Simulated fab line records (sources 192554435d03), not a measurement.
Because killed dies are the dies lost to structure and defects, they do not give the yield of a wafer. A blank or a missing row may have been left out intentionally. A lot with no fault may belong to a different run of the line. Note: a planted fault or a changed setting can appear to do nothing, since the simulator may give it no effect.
Matching of chambers | flow n5-finfet | rie-diel-04 running N5_GATE_CUT_STRIP_41: 4 sister chambers
The step strips in CF4. 14 wafers are shown with their chamber, then 7 later ones without.

WAFERS WITH THEIR CHAMBER
wafer  | chamber | showerhead-plenum-p-Torr (Torr) | drypump-motor-current-A (A) | rf-vpp-V (V)
L080.2 | 3       | 1.76                            | 6.0                         | 270.4
L080.4 | 0       | 1.69                            | 6.3                         | 269.4
L080.5 | 1       | 1.82                            | 6.2                         | 271.1
L082.1 | 2       | 1.85                            | 5.5                         | 272.2
L082.2 | 0       | 1.69                            | 6.4                         | 267.5
L082.6 | 0       | 1.69                            | 6.3                         | 268.2
L087.1 | 0       | 1.68                            | 6.3                         | 266.9
L087.2 | 1       | 1.81                            | 6.2                         | 273.4
L087.3 | 3       | 1.76                            | 6.0                         | 270.9
L089.4 | 0       | 1.68                            | 6.4                         | 267.9
L089.5 | 1       | 1.81                            | 6.2                         | 270.8
L089.6 | 3       | 1.76                            | 6.0                         | 271.6
L092.1 | 2       | 1.85                            | 5.5                         | 271.2
L092.4 | 1       | 1.81                            | 6.1                         | 271.3

SIGNATURES, as means of the wafers listed above
reading                  | chamber 0 | chamber 1 | chamber 2 | chamber 3 | scatter within a chamber
showerhead-plenum-p-Torr | 1.6860    | 1.8125    | 1.8500    | 1.7600    | 0.00442
drypump-motor-current-A  | 6.340     | 6.175     | 5.500     | 6.000     | 0.0442
rf-vpp-V                 | 267.980   | 271.650   | 271.700   | 270.967   | 0.944
Rule: a wafer lies at a distance from a chamber equal to the root of the sum of squares, over the readings, of (its reading less the chamber's mean, divided by the reading's scatter). If the next closest chamber is less than 2 further off than the closest, the wafer can't be placed; otherwise it belongs to the closest. How the scatter is found: for the shown wafers, subtract from each reading the mean of its chamber, square and add these, divide the total by (wafers less chambers), then take the root.

WAFERS WITH NO CHAMBER GIVEN
wafer  | showerhead-plenum-p-Torr (Torr) | drypump-motor-current-A (A) | rf-vpp-V (V)
L092.5 | 1.75                            | 6.0                         | 270.0
L097.2 | 1.81                            | 6.2                         | 270.8
L097.3 | 1.75                            | 6.0                         | 270.4
L097.5 | 1.85                            | 5.5                         | 270.7
L096.3 | 1.75                            | 6.0                         | 271.2
L096.4 | 1.68                            | 6.3                         | 267.8
L096.6 | 1.81                            | 6.2                         | 270.7

WHICH CHAMBER EACH ONE RAN IN
wafer  | from the rows above | in truth
L092.5 | 3                   | 3
L097.2 | 1                   | 1
L097.3 | 3                   | 3
L097.5 | 2                   | 2
L096.3 | 3                   | 3
L096.4 | 0                   | 0
L096.6 | 1                   | 1
Correctly placed: 7 of 7. From these rows, 0 cannot be placed. 0 placed wrongly.
